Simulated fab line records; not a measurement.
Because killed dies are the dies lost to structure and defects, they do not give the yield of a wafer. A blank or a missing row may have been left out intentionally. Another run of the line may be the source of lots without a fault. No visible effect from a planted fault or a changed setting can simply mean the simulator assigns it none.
Chamber matching	flow nandHarc	NHARC_P_GATE_DESCUM_48 on rieDiel-08: 4 sister chambers
The step chemistry O2, time 3 s. 8 wafers are shown with their chamber, then 9 later ones without.

== WAFERS WITH THEIR CHAMBER ==
wafer	chamber	showerheadPlenumPTorr (Torr)	drypumpMotorCurrentA (A)
L074.6	2	1.94	5.1
L076.2	2	1.94	5.1
L088.3	1	1.92	5.9
L090.4	0	1.95	5.7
L090.5	3	2.06	5.4
L094.2	1	1.92	5.9
L094.5	0	1.95	5.6
L094.6	3	2.05	5.5

== WAFERS MISSING THEIR CHAMBER ==
wafer	showerheadPlenumPTorr (Torr)	drypumpMotorCurrentA (A)
L093.1	2.05	5.4
L093.2	1.92	5.8
L093.6	1.93	5.1
L095.1	1.93	5.1
L095.3	1.95	5.7
L095.6	1.93	5.1
L096.1	1.95	5.6
L096.4	1.93	5.1
L096.5	2.05	5.4

== THE CHAMBER EACH PASSED THROUGH ==
wafer	from the rows above	in truth
L093.1	3	3
L093.2	1	1
L093.6	2	2
L095.1	2	2
L095.3	0	0
L095.6	2	2
L096.1	0	0
L096.4	2	2
L096.5	3	3
Correct placement for 9 of the 9. Not placeable from these rows: 0. Placed wrongly: 0.
How it was worked out, from the rows above alone: a wafer's distance from a chamber is the root of the sum, over the readings, of the square of ((its reading less the chamber's mean) divided by the reading's scatter). If the next closest chamber is less than 2 further off than the closest, the wafer can't be placed; otherwise it belongs to the closest. A chamber's mean is the mean of its shown wafers. The scatter: the root of (the sum of the squares of (reading less its chamber's mean) over the shown wafers, divided by (wafers less chambers)).
